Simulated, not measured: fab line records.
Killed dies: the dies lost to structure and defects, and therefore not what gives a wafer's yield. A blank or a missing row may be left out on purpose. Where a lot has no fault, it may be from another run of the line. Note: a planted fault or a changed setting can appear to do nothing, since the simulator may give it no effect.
fab line records | flow n5Finfet
record: lots: 4 wafers: 12 lastDay: 17
route steps=1938 shown SDB@374 DUMMY_REMOVAL@377 HKMG_FIN@385 BEOL_M4@1111
lots that met no fault: from a run of the same line without faults
startH: hours from the record's opening day to when the first of the lot's shown wafers began | waitH: hours since the lot's step before | " unchanged from the row above | L1.1+2: several wafers, shown together as one row | - no value, or no start was given | * or withheld: withheld | < > ~ a bound
route shown NAME@n: a module of which the file shows steps, and the number in the route of the first | usual: the fault-free wafers' mean and standard deviation | same: alike in all rows | chamber/n: place in a boat | sites: per-site readings | _std_site: how widely they spread, as a standard deviation | _edge_site: outer sites' mean less inner sites' | radiusMm: for every site, how far away it sits from the centre of the wafer | mask NAME#n: copy n | behind: the tool/chamber that last shaped the wafer | hold: what put the lot on hold/how long, in hours/how the hold closed | device: the n, p or np transistor that did not switch | end of line: the same wafers' tests at the end of the route | for a step that has no rows: nothing shown but its recipe | killed: dies lost to structure and defects at the first sort, not the wafer's yield | map: per-die view of a wafer (x killed, . not killed, _ where there is no die)
set.NAME: the setting the step ran with; set.NAME@STEP: the setting that earlier step ran with | model.NAME: the simulator's own value behind a step, which no gauge read
certain route steps with their lots: each step a table, each wafer a row
services: a tool's chamber out of use, with start hour (startH, from the record's first day; less than 0 if before it), hours out, and reason
== steps ==
step: N5_SDB_CMP_30
recipe: stopOn: poly-Si tOverpolishS: 1.54 postCmpClean: alkalineBrush downForcePsi: 4.1491 platenRpm: 51.796 padVelocityMS: 1.0306 targetThkNm: 30
step: N5_DUMMY_REMOVAL_HM_STRIP_01
recipe: chemistry: CH3F/O2 material: SiNx targetDepthA: 40 stopOn: poly-Si timeS: 6.8 overEtchFrac: 0.3 ionEnergyEv: 60 powerW: 410 biasW: 29 Ar_flow_sccm: 150 CH3F_flow_sccm: 30 O2_flow_sccm: 20
step: N5_DUMMY_REMOVAL_STRIP_10
recipe: chemistry: N2/H2 timeS: 40 powerW: 100 tempC: 40 pressureMtorr: 100 rfFrequencyHz: 6e+07 biasPowerW: 3 n2FlowSccm: 300 h2FlowSccm: 300
step: N5_DUMMY_REMOVAL_PRECLEAN_07
recipe: chemistry: dHF timeS: 30 tempC: 25 dilution: withheld
step: N5_DUMMY_REMOVAL_DUMMY_REMOVE_02
recipe: chemistry: TMAH tempC: 70 target: poly-Si stopOn: SiO2 targetDepthNm: 142 concWtPct: 5 timeS: 57 dry: ipaMarangoni rinseTimeS: 30 rinseTempC: 23
step: N5_DUMMY_REMOVAL_PRECLEAN_08
recipe: chemistry: NF3:NH3 afsCycles: 2 tempC: 30 timeS: 20 sublimationTempC: 180 sublimationTimeS: 60 pressureTorr: 3 rfPowerW: 30
step: N5_DUMMY_REMOVAL_PRECLEAN_04
recipe: chemistry: DHF timeS: 37 tempC: 25 dilution: 500:1
step: N5_DUMMY_REMOVAL_SRD_05
recipe: dry: ipaMarangoni doPpb: 5 timeS: 30 tempC: 23 rinseLiquid: diw
step: N5_HKMG_FIN_IL_REGROW_00
recipe: material: SiO2 targetThkA: 7.5 chemistry: O3 tempC: withheld timeS: 30
step: N5_HKMG_FIN_HK_ALD_01
recipe: material: HfO2 targetThkA: 16 tempC: withheld aldPrecursorFamily: HfCl4 aldCoReactant: H2O pulseTimeS: 3 purgeTimeS: 3 coReactantPurgeTimeS: 2.5 coReactantPulseTimeS: 0.3 aldCycles: 30
usual: precursorPulseHeightRel: 0.999/0.02
columns lot.wafer tool chamber startH waitH precursorPulseHeightRel
L193.3 aldHk-03 3 102.58 0.1 0.989
L193.4 " 0 " " 1.005
L193.6 " 1 " " 0.978
L204.1 aldHk-03 1 165.60 0.0 1.034
L204.2 " 0 " " 1.012
L204.5 " 2 " " 0.987
L205.1 aldHk-03 2 180.12 0.0 1.007
L205.3 " 0 " " 1.011
L205.6 " 2 " " 0.992
L208.1 aldHk-01 0 189.71 0.0 1.010
L208.4 " 2 " " 1.036
L208.5 " 1 " " 0.991
step: N5_HKMG_FIN_HK_ANNEAL_02
recipe: tempC: 700 timeS: 30 ambient: N2 idleTempC: 600 rampUpCPerS: 150 rampDownCPerS: 60 coolToC: 600
step: N5_HKMG_FIN_ALD_74
recipe: material: La2O3 targetThkA: 5 tempC: 250 aldPrecursorFamily: La-Cp aldCoReactant: O3 pulseTimeS: 6 coReactantPulseTimeS: 1 purgeTimeS: 3 coReactantPurgeTimeS: 3
step: N5_HKMG_FIN_ALD_75
recipe: material: Al2O3 targetThkA: 10 tempC: 150 aldPrecursorFamily: TMA aldCoReactant: H2O pulseTimeS: withheld coReactantPulseTimeS: 1
step: N5_HKMG_FIN_COAT_41
recipe: resist: SOC tempC: 250 timeS: 60 spinRpm: 1500 resistThkNm: 300
step: N5_HKMG_FIN_COAT_42
recipe: resist: SiARC tempC: 220 timeS: 60 spinRpm: 1500 resistThkNm: 35
step: N5_HKMG_FIN_COAT_43
recipe: resist: CAR-ArF spinRpm: 1500 resistThkNm: 90
step: N5_HKMG_FIN_EBR_45
recipe: solvent: PGMEA ebrWidthMm: 1.5
step: N5_HKMG_FIN_SOFTBAKE_44
recipe: tempC: 110 timeS: 60 resist: CAR-ArF
step: N5_HKMG_FIN_EXPOSE_46
recipe: maskId: NDIPOLE na: 1.35 sourceShape: conventional sigmaOuter: 0.8 polarization: unpolarized doseMj: 40
step: N5_HKMG_FIN_PEB_47
recipe: pebTempC: withheld pebTimeS: 60 resist: CAR-ArF
step: N5_HKMG_FIN_DEVELOP_48
recipe: developTimeS: 30 developer: TMAH resist: CAR-ArF rinseLiquid: diw dry: airSpin devTempC: 23
step: N5_HKMG_FIN_DESCUM_53
recipe: chemistry: O2 timeS: 7.9 sourcePowerW: 50 biasPowerW: 20 pressureMtorr: 20 rfFrequencyHz: 2.712e+07 tempC: 40 resist: CAR-ArF o2FlowSccm: 225
step: N5_HKMG_FIN_ETCH_54
recipe: chemistry: CF4 target: SiARC targetDepthA: 455 maskMaterial: CAR-ArF timeS: 75.8 ionEnergyEv: 80 pressureMtorr: 40 sourceW: 545 biasW: 36 Ar_flow_sccm: 100 cf4FlowSccm: 100 ends: cleared
step: N5_HKMG_FIN_ETCH_55
recipe: chemistry: N2/H2 target: SOC targetDepthA: 2400 tempC: 40 timeS: 300 ionEnergyEv: 200 maskMaterial: SiARC pressureMtorr: 30 sourceW: 840 biasW: 150 n2FlowSccm: 200 h2FlowSccm: 200
step: N5_HKMG_FIN_STRIP_56
recipe: chemistry: N2/H2 tempC: 40 n2FlowSccm: 200 h2FlowSccm: 200 rfFrequencyHz: 6e+07
step: N5_HKMG_FIN_STRIP_57
recipe: chemistry: CF4 resist: SiARC powerW: 300 biasPowerW: 75 pressureMtorr: 50 cf4FlowSccm: 150 rfFrequencyHz: 6e+07
step: N5_HKMG_FIN_ETCH_58
recipe: chemistry: N2/H2 target: SOC targetDepthA: 2158 ionEnergyEv: 50 biasW: 13 timeS: 741 pressureMtorr: 30 sourceW: 875 n2FlowSccm: 200 h2FlowSccm: 200
step: N5_HKMG_FIN_STRIP_93
recipe: chemistry: N2/H2 material: SOC timeS: 20 powerW: 500 tempC: 40 pressureMtorr: 50 rfFrequencyHz: 6e+07 biasPowerW: 8 h2Frac: 0.5 n2FlowSccm: 300 h2FlowSccm: 300
step: N5_HKMG_FIN_WET_ETCH_76
recipe: chemistry: dNH4OH mix: 1:50 tempC: 25 target: Al2O3 stopOn: La2O3 targetDepthNm: 2.25 dry: ipaMarangoni rinseTimeS: 30 rinseTempC: 23
step: N5_HKMG_FIN_STRIP_60
recipe: chemistry: N2/H2 powerW: 2500 tempC: 300 h2Frac: 0.65 timeS: 360 pressureMtorr: withheld n2FlowSccm: 1750 h2FlowSccm: 3250
step: N5_HKMG_FIN_WET_ETCH_77
recipe: chemistry: dHCl mix: 1:10000 tempC: 25 target: La2O3 stopOn: HfO2 targetDepthNm: 2
step: N5_HKMG_FIN_WET_ETCH_78
recipe: chemistry: dNH4OH mix: 1:50 tempC: 25 target: Al2O3 stopOn: La2O3 targetDepthNm: 4.5 dry: ipaMarangoni rinseTimeS: 30 rinseTempC: 23
step: N5_HKMG_FIN_ALD_79
recipe: material: TiN targetThkA: 15 tempC: 400 aldPrecursorFamily: TiCl4 aldCoReactant: NH3 pulseTimeS: 1 purgeTimeS: 3 coReactantPurgeTimeS: 2 coReactantPulseTimeS: 2 aldCycles: 68 pressureTorr: 3
step: N5_HKMG_FIN_CVD_62
recipe: material: a-Si targetThkA: 30 tempC: 500 precursor: Si2H6 pressureTorr: 1 timeS: 20.8
step: N5_HKMG_FIN_RTA_80
recipe: tempC: withheld timeS: 2 ambient: N2 idleTempC: 600 rampUpCPerS: 150 rampDownCPerS: 60 coolToC: 600
step: N5_HKMG_FIN_PRECLEAN_64
recipe: chemistry: dHF timeS: 30 tempC: 25 dilution: withheld
step: N5_HKMG_FIN_THK_MEAS_70
recipe: thkMeasGauge: xrf reads: HfO2_of_HKMG_FIN_HK_ALD_01
usual: HK_THK: 1.611/0.018
columns lot.wafer tool chamber startH waitH HK_THK[nm]
L193.3 filmMetro-02 - 106.28 0.2 1.577
L193.4 " - " " 1.626
L193.6 " - " " 1.602
L204.1 filmMetro-02 - 168.94 0.2 1.382
L204.2 " - " " 1.346
L204.5 " - " " 1.357
L205.1 filmMetro-02 - 184.18 0.2 1.345
L205.3 " - " " 1.342
L205.6 " - " " 1.342
L208.1 filmMetro-01 - 193.46 0.2 1.605
L208.4 " - " " 1.632
L208.5 " - " " 1.613
step: N5_BEOL_M4_RC_MEAS_101
usual: DIBL_N: 37.1/2.4 DIBL_P: 37/3 IOFF_N: 0.18/0.053 IOFF_P: 0.21/0.05 ION_N: 674/14 ION_P: 459/9.2 SS_N: 72.1/0.9 SS_P: 73.4/0.89 VT_N: 250/3.8 VT_P: -251/3.7
columns lot.wafer tool chamber startH waitH DIBL_N[mV/V] DIBL_P[mV/V] IOFF_N[nA/um] IOFF_P[nA/um] ION_N[uA/um] ION_P[uA/um] SS_N[mV/dec] SS_P[mV/dec] VT_N[mV] VT_P[mV]
L193.3 prober-02 0 206.00 0.3 32.0 29 0.08 0.10 628 434 71.0 71.1 261 -260
L193.4 " 0 " " 35.8 34 0.13 0.15 657 442 71.5 72.9 255 -257
L193.6 " 0 " " 35.8 34 0.13 0.14 645 438 71.7 72.4 255 -259
L204.1 prober-02 0 273.79 0.0 39.2 38 0.18 0.23 677 459 72.7 73.7 252 -248
L204.2 " 0 " " 40.9 40 0.24 0.26 708 474 72.5 74.2 245 -248
L204.5 " 0 " " 36.8 36 0.15 0.19 681 465 72.0 72.7 251 -253
L205.1 prober-02 0 282.45 0.0 36.1 37 0.17 0.24 683 474 71.3 73.0 246 -247
L205.3 " 0 " " 35.6 33 0.14 0.18 670 452 71.2 72.0 253 -251
L205.6 " 0 " " 36.8 37 0.18 0.24 683 471 72.2 73.0 248 -247
L208.1 prober-02 0 288.09 0.0 35.7 35 0.16 0.18 667 453 72.1 73.4 251 -255
L208.4 " 0 " " 39.9 40 0.25 0.26 691 464 72.7 74.3 244 -248
L208.5 " 0 " " 35.7 35 0.15 0.18 661 449 71.8 73.0 254 -254
== services ==
columns tool chamber startH hours kind
aldHk-01 - 85.41 4.3 pm
aldHk-01 - 109.53 1.1 repair
aldHk-03 - 124.95 1.5 repair
aldHk-03 - 127.23 1.3 repair
aldHk-01 - 179.93 8.7 pm
== key ==
firstSign: step: N5_HKMG_FIN_THK_MEAS_70 reading: HK_THK direction: down sigmas: 14 usual: 1.611 struck: 1.352
effect none on later readings
metAt N5_HKMG_FIN_HK_ALD_01
struckWafers L204.1,L204.2,L204.5,L205.1,L205.3,L205.6
baselineLoss: step: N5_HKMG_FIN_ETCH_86 wafers: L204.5
onsetBetween 102.58 165.60
fault: kind: siteProfileDrift tool: aldHk-03 chamber: - onsetH: 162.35 steps: N5_HKMG_FIN_HK_ALD_01 basis: fraction maxAbsDrift: 0.35785 slopeSharePerHr: 79.522 sitePattern: 0,0,0,0,0,-1,-1,-1,-1
baselineLoss: these wafers lose ten dies or more at that step, a loss of the line's own and not of a fault; the sort's usual values leave them out
